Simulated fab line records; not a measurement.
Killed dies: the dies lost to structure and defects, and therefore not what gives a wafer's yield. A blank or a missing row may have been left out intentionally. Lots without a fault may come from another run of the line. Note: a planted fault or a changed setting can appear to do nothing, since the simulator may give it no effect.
Struck lot and sound lot, side by side / flow nand-harc / 40 steps out of a route of 1159
Sound: these wafers, L751.1, L751.3, L751.5. The struck wafers were L762.2, L762.3, L762.5. At the end, the cause is stated.
For every step that has rows: the tool of each side, followed by ch and its chambers, followed by its first start. Under that, the readings that differ: sound wafers / struck wafers / difference of the means / sigmas: that difference in standard deviations of wafers without a fault.
alike: a reading whose means differ by less than 2 such deviations, as well as words and numbers matching on both sides. not compared: withheld readings; readings where some wafer has no value; bounds like >300 that might hide an equal value; numbers whose values overlap and for which the record gives no deviation.
Wherever a step has rows on one side only, a row that says differs or no value, or a row with sigmas, the two part there. Numbers that don't overlap but have no deviation are shown without sigmas and don't part them. A reading missing from all wafers of one side parts the sides only when that side holds two or more wafers.

NHARC_P_M1_INSPECT_11:
  sound on defect-inspect-02 at day 7 08:43; struck on defect-inspect-01 at day 9 23:01
  alike: raw-defect-count
then, 3 steps without rows for these wafers: NHARC_P_M1_DESCUM_14 (chemistry O2, time 3 s); NHARC_P_M1_ETCH_35 (etches the open film in N2/H2, target depth 40 nm, overetch 12 nm, time 43.94 s); NHARC_P_M1_ETCH_15 (etches the open film in C4F8/Ar, target depth 182.5 nm, time 91.2 s).
NHARC_P_M1_CD_MEAS_16:
  sound on cd-sem-02 at day 7 09:06; struck on cd-sem-02 at day 9 23:25
reading=cd-nm (nm); sound=131.1 129.4 130.2; struck=128.4 128.5 128.8; difference=-1.7; sigmas=-2
then, 3 steps without rows for these wafers: NHARC_P_M1_STRIP_18 (strips in N2/H2); NHARC_P_M1_ETCH_28 (etches the open film in CF4/N2, target depth 30 nm, time 72.99 s); NHARC_P_M1_STRIP_19 (strips in post etch residue remover, time 600 s).
NHARC_P_M1_DEGAS_29: time 60 s.
  sound on pvd-sputter-03 at day 7 09:50; struck on pvd-sputter-03 at day 10 00:12
  alike: heater-power-w
NHARC_P_M1_PRE_CLEAN_30: time 30 s.
  sound on pvd-sputter-03; struck on pvd-sputter-03
  alike: heater-power-w
then, 2 steps without rows for these wafers: NHARC_P_M1_PVD_20 (deposits TaN, target thk 5 nm, time 8.06 s); NHARC_P_M1_PVD_21 (deposits Cu, target thk 30 nm, time 20.49 s).
NHARC_P_M1_ECD_22: material Cu, target thk 400 nm.
  sound on ecd-cu-02 ch 0,1, day 7 10:11; struck on ecd-cu-01 ch 0, day 10 00:46
then, 1 step without rows for these wafers: NHARC_P_M1_ANNEAL_31 (time 90 s).
NHARC_P_M1_CMP_23: polishes, t overpolish 20 s, target thk 157.82 nm.
  sound on cmp-01 ch 0,2,3, day 7 10:55; struck on cmp-02 ch 0,2,3, day 10 01:30
  alike: motor-current-A, time-to-endpoint-s
NHARC_P_M1_THK_MEAS_24: measures by xrf.
  sound on film-metro-01 at day 7 11:14; struck on film-metro-02 at day 10 01:46
  alike: thk-nm
then, 13 steps without rows for these wafers: NHARC_P_M1_SRD_25; NHARC_P_M1_PRE_CLEAN_32 (time 12 s); NHARC_P_M1_DEP_33 (deposits SiCN, target thk 30 nm); NHARC_P_M2_DEP_00 (deposits SiOC, target thk 182.5 nm); NHARC_P_M2_DEHYDRATE_01 (time 120 s); NHARC_P_M2_HMDS_02 (time 30 s); NHARC_P_M2_COAT_34 (time 65 s); NHARC_P_M2_COAT_03 (resist thk 90 nm); NHARC_P_M2_SOFTBAKE_04 (time 55 s); NHARC_P_M2_EBR_05; NHARC_P_M2_EXPOSE_06 (exposes mask P M2, target cd 170 nm); NHARC_P_M2_PEB_07 (peb time 65 s); NHARC_P_M2_DEVELOP_08 (develop time 35 s).
NHARC_P_M2_CD_MEAS_09: the cd target is 170 nm.
  sound on cd-sem-03 ch 0, day 7 12:39; struck on cd-sem-01 ch 0, day 10 03:25
  alike: cd-nm
NHARC_P_M2_OVL_MEAS_10: pitch 340 nm.
  sound on overlay-02 at day 7 12:44; struck on overlay-01 at day 10 03:30
  alike: overlay-x-nm, overlay-y-nm
then, 2 steps without rows for these wafers: NHARC_P_M2_DESCUM_14 (chemistry O2, time 3 s); NHARC_P_M2_ETCH_35 (etches the open film in N2/H2, target depth 40 nm, overetch 12 nm, time 43.94 s).
NHARC_P_M2_ETCH_15: etches the open film in C4F8/Ar, target depth 182.5 nm, time 91.2 s.
  sound: rie-diel-12 ch 1,3; struck: rie-diel-12 ch 0,1,2
  alike: oes-product-au, rf-vpp-V
  not compared: rf-hours-counter-h
NHARC_P_M2_CD_MEAS_16:
  sound on cd-sem-03 at day 7 13:12; struck on cd-sem-01 at day 10 03:54
  alike: cd-nm
then, 1 step without rows for these wafers: NHARC_P_M2_STRIP_18 (strips in N2/H2).
NHARC_P_M2_ETCH_28: etches the open film in CF4/N2, target depth 30 nm, time 72.99 s.
  sound: rie-diel-09 ch 0,2,3; struck: rie-diel-08 ch 2,3
  alike: drypump-motor-current-A, oes-product-au, rf-vpp-V, showerhead-plenum-p-Torr, throttle-valve-pct
  not compared: rf-hours-counter-h
then, 2 steps without rows for these wafers: NHARC_P_M2_STRIP_19 (strips in post etch residue remover, time 600 s); NHARC_P_M2_DEGAS_29 (time 60 s).
-- record jumps: 13 days between struck wafers' starts before vs after; left off in module P_M2, resumes in module END, first step shown is number 1159 of the route --
NHARC_END_SORT_01:
  sound on prober-02 ch 0, day 21 08:42; struck on prober-01 ch 0, day 23 00:31
reading=defect-limited-yield (%); sound=97.5 97.5; struck=44.2 45.1 43.9; difference=-53.1; sigmas=-35
reading=killed-at-periphery; sound=4 3; struck=362 352 349; difference=+351; sigmas=+99 or more
reading=killed-dies; sound=17 17; struck=378 372 380; difference=+360; sigmas=+36
reading=sort_bin_2_pct (%); sound=0.7 0.7; struck=21.4 19.1 21.3; difference=+19.9; sigmas=+37
reading=sort_bin_3_pct (%); sound=0 0; struck=4.73 5.02 3.84; difference=+4.53; sigmas=+23
reading=sort_bin_4_pct (%); sound=1.8 1.8; struck=29.7 30.9 31.0; difference=+28.7; sigmas=+29
reading=sort-n-pass; sound=660 660; struck=299 305 297; difference=-360; sigmas=-36
reading=sort-rim-yield-pct (%); sound=98 92; struck=34 47 37; difference=-56; sigmas=-16
reading=sort-yield-pct (%); sound=97.5 97.5; struck=44.2 45.1 43.9; difference=-53.1; sigmas=-35
  alike: killed-at-array, killed-at-other, killed-open, killed-short

== WHERE THEY PART ==
At NHARC_P_M1_CD_MEAS_16 first; at NHARC_END_SORT_01 last (within this record only).

WHY: what the simulator had put in
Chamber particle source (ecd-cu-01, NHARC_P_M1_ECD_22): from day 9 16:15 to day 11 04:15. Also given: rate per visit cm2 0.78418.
